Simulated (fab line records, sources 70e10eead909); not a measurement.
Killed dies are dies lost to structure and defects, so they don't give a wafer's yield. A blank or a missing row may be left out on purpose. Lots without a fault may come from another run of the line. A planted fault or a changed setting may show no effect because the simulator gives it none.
Chamber matching | flow nand_harc | NHARC_A_CONTACT_DESCUM_47 on rie_diel-02: 4 sister chambers
The step chemistry O2, time 3 s. 4 wafers are shown with their chamber, then 7 later ones without.

WAFERS WITH THEIR CHAMBER
wafer  | chamber | drypump_motor_current_A (A)
L669.2 | 2       | 5.3
L668.3 | 0       | 4.7
L672.1 | 3       | 5.7
L672.2 | 1       | 5.3

WAFERS WITHOUT THEIR CHAMBER
wafer  | drypump_motor_current_A (A)
L672.4 | 5.4
L673.3 | 5.4
L673.5 | 5.7
L673.6 | 5.4
L678.1 | 5.3
L678.2 | 4.7
L678.3 | 5.7

WHICH CHAMBER EACH WENT THROUGH
wafer  | from the rows above     | in truth
L672.4 | can't be placed: 1 or 2 | 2
L673.3 | can't be placed: 1 or 2 | 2
L673.5 | 3                       | 3
L673.6 | can't be placed: 1 or 2 | 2
L678.1 | can't be placed: 1 or 2 | 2
L678.2 | 0                       | 0
L678.3 | 3                       | 3
Placed correctly: 3 of 7. Can't be placed from these rows: 4 (the true chamber is among the candidates in 4). Placed wrongly: 0.
How it was worked out, from the rows above alone: a wafer's distance from a chamber is the root of the sum, over the readings, of the square of ((its reading less the chamber's mean) divided by the reading's scatter). The wafer belongs to the nearest chamber; if the next one is less than 2 further off, it can't be placed. A chamber's mean is the mean of its shown wafers. The scatter: with one shown wafer a chamber, the root of the mean of the squares of how far each hidden wafer lies from its nearest shown one.
